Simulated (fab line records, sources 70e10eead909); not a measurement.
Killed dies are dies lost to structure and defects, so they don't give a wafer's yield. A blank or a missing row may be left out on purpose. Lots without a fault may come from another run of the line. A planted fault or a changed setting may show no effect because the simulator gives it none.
Chamber matching | flow nand_harc | NHARC_A_CONTACT_ETCH_106 on rie_diel-03: 4 sister chambers
The step etches the open film in CF4/O2, target depth 90 nm, overetch 9 nm, time 49.5 s. 4 wafers are shown with their chamber, then 12 later ones without.

WAFERS WITH THEIR CHAMBER
wafer  | chamber | showerhead_plenum_p_Torr (Torr)
L086.5 | 1       | 1.23
L088.2 | 3       | 1.37
L088.3 | 0       | 1.39
L088.5 | 2       | 1.40

WAFERS WITHOUT THEIR CHAMBER
wafer  | showerhead_plenum_p_Torr (Torr)
L092.1 | 1.39
L092.2 | 1.44
L092.4 | 1.37
L091.2 | 1.39
L091.4 | 1.44
L091.6 | 1.37
L095.2 | 1.39
L095.5 | 1.39
L095.6 | 1.37
L096.1 | 1.39
L096.3 | 1.39
L096.4 | 1.44

WHICH CHAMBER EACH WENT THROUGH
wafer  | from the rows above          | in truth
L092.1 | can't be placed: 0 or 2 or 3 | 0
L092.2 | can't be placed: 2 or 0 or 3 | 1
L092.4 | can't be placed: 3 or 0 or 2 | 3
L091.2 | can't be placed: 0 or 2 or 3 | 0
L091.4 | can't be placed: 2 or 0 or 3 | 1
L091.6 | can't be placed: 3 or 0 or 2 | 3
L095.2 | can't be placed: 0 or 2 or 3 | 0
L095.5 | can't be placed: 0 or 2 or 3 | 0
L095.6 | can't be placed: 3 or 0 or 2 | 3
L096.1 | can't be placed: 0 or 2 or 3 | 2
L096.3 | can't be placed: 0 or 2 or 3 | 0
L096.4 | can't be placed: 2 or 0 or 3 | 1
Placed correctly: 0 of 12. Can't be placed from these rows: 12 (the true chamber is among the candidates in 9). Placed wrongly: 0.
How it was worked out, from the rows above alone: a wafer's distance from a chamber is the root of the sum, over the readings, of the square of ((its reading less the chamber's mean) divided by the reading's scatter). The wafer belongs to the nearest chamber; if the next one is less than 2 further off, it can't be placed. A chamber's mean is the mean of its shown wafers. The scatter: with one shown wafer a chamber, the root of the mean of the squares of how far each hidden wafer lies from its nearest shown one.
